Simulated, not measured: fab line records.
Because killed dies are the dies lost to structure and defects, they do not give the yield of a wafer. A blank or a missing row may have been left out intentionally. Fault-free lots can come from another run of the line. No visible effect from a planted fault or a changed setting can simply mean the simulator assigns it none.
Matching of chambers + flow n5-finfet + 4 sister chambers for N5_BEOL_M14_ETCH_67 on rie-diel-06
The step etches SiARC in CF4, target depth 143 nm, time 238.3 s. 4 wafers are shown with their chamber, then 6 later ones without.

## WAFERS PAIRED WITH THEIR CHAMBERS
| wafer  | chamber | showerhead-plenum-p-Torr (Torr) |
|--------|---------|---------------------------------|
| L858.4 | 1       | 2.17                            |
| L861.1 | 0       | 2.15                            |
| L861.2 | 3       | 2.09                            |
| L861.5 | 2       | 2.11                            |

## WAFERS WITHOUT THEIR CHAMBER
| wafer  | showerhead-plenum-p-Torr (Torr) |
|--------|---------------------------------|
| L864.1 | 2.16                            |
| L864.3 | 2.15                            |
| L864.6 | 2.10                            |
| L863.1 | 2.09                            |
| L863.3 | 2.16                            |
| L863.4 | 2.10                            |

## CHAMBER TAKEN BY EACH
| wafer  | from the rows above     | in truth |
|--------|-------------------------|----------|
| L864.1 | can't be placed: 1 or 0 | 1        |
| L864.3 | 0                       | 0        |
| L864.6 | can't be placed: 2 or 3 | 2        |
| L863.1 | 3                       | 3        |
| L863.3 | can't be placed: 1 or 0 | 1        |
| L863.4 | can't be placed: 2 or 3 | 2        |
Placed correctly: 2 of 6. Can't be placed from these rows: 4 (the true chamber is among the candidates in 4). Wrongly placed: 0.
How it was worked out, from the rows above alone: a wafer's distance from a chamber is the root of the sum, over the readings, of the square of ((its reading less the chamber's mean) divided by the reading's scatter). The wafer belongs to the nearest chamber; if the next one is less than 2 further off, it can't be placed. For every chamber, the mean is computed from those of its wafers that are shown. The scatter: root of mean squared gap, hidden wafer to nearest shown wafer, with one shown wafer a chamber.
